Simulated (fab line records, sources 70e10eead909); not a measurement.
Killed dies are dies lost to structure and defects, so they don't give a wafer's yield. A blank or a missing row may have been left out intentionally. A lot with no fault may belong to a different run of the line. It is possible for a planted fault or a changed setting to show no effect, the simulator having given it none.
Matching of chambers | flow nandHarc | 4 sister chambers for NHARC_A_CHANNEL_HOLE_D1_DESCUM_15 on rieDiel-06
The step chemistry O2, time 3 s. 4 wafers are shown with their chamber, then 10 later ones without.

== WAFERS, EACH WITH ITS CHAMBER ==
wafer  | chamber | showerheadPlenumPTorr (Torr)
L087.3 | 1       | 1.87
L087.5 | 3       | 1.80
L089.2 | 0       | 1.89
L089.3 | 2       | 1.87

== WAFERS WHOSE CHAMBER IS MISSING ==
wafer  | showerheadPlenumPTorr (Torr)
L089.4 | 1.86
L093.3 | 1.87
L093.4 | 1.86
L093.6 | 1.80
L095.1 | 1.89
L095.4 | 1.80
L095.5 | 1.86
L097.2 | 1.86
L097.3 | 1.87
L097.5 | 1.87

== THE CHAMBER EACH PASSED THROUGH ==
wafer  | from the rows above     | in truth
L089.4 | can't be placed: 1 or 2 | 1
L093.3 | can't be placed: 1 or 2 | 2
L093.4 | can't be placed: 1 or 2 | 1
L093.6 | 3                       | 3
L095.1 | 0                       | 0
L095.4 | 3                       | 3
L095.5 | can't be placed: 1 or 2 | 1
L097.2 | can't be placed: 1 or 2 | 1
L097.3 | can't be placed: 1 or 2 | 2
L097.5 | can't be placed: 1 or 2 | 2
Correctly placed: 3 of 10. Unplaceable from these rows: 7, with the true chamber sitting among the candidates in 7. Number placed wrongly: 0.
How it was worked out, from the rows above alone: a wafer's distance from a chamber is the root of the sum, over the readings, of the square of ((its reading less the chamber's mean) divided by the reading's scatter). If the next closest chamber is less than 2 further off than the closest, the wafer can't be placed; otherwise it belongs to the closest. The mean given for a chamber averages the wafers shown for that chamber. The scatter (one wafer shown for each chamber): square how far every hidden wafer sits from the nearest shown wafer, average those squares and take the square root.
